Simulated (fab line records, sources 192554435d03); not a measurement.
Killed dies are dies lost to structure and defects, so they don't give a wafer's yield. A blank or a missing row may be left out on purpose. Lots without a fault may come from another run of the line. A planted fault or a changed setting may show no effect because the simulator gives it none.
Chamber matching | flow n5_finfet | N5_BEOL_M12_CMP_49 on cmp-04: 4 sister chambers
The step polishes, stops on SiOC, t overpolish 20.6 s, target thk 320 nm. 4 wafers are shown with their chamber, then 7 later ones without.

WAFERS WITH THEIR CHAMBER
wafer  | chamber | motor_current_A (A)
L081.1 | 3       | 4.6
L087.2 | 1       | 6.7
L087.3 | 2       | 6.5
L087.4 | 0       | 5.3

WAFERS WITHOUT THEIR CHAMBER
wafer  | motor_current_A (A)
L090.1 | 4.5
L090.2 | 7.1
L090.3 | 5.6
L097.2 | 5.4
L097.3 | 6.9
L096.2 | 7.1
L096.4 | 6.6

WHICH CHAMBER EACH WENT THROUGH
wafer  | from the rows above     | in truth
L090.1 | 3                       | 3
L090.2 | can't be placed: 1 or 2 | 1
L090.3 | 0                       | 0
L097.2 | 0                       | 0
L097.3 | can't be placed: 1 or 2 | 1
L096.2 | can't be placed: 1 or 2 | 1
L096.4 | can't be placed: 2 or 1 | 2
Placed correctly: 3 of 7. Can't be placed from these rows: 4 (the true chamber is among the candidates in 4). Placed wrongly: 0.
How it was worked out, from the rows above alone: a wafer's distance from a chamber is the root of the sum, over the readings, of the square of ((its reading less the chamber's mean) divided by the reading's scatter). The wafer belongs to the nearest chamber; if the next one is less than 2 further off, it can't be placed. A chamber's mean is the mean of its shown wafers. The scatter: with one shown wafer a chamber, the root of the mean of the squares of how far each hidden wafer lies from its nearest shown one.
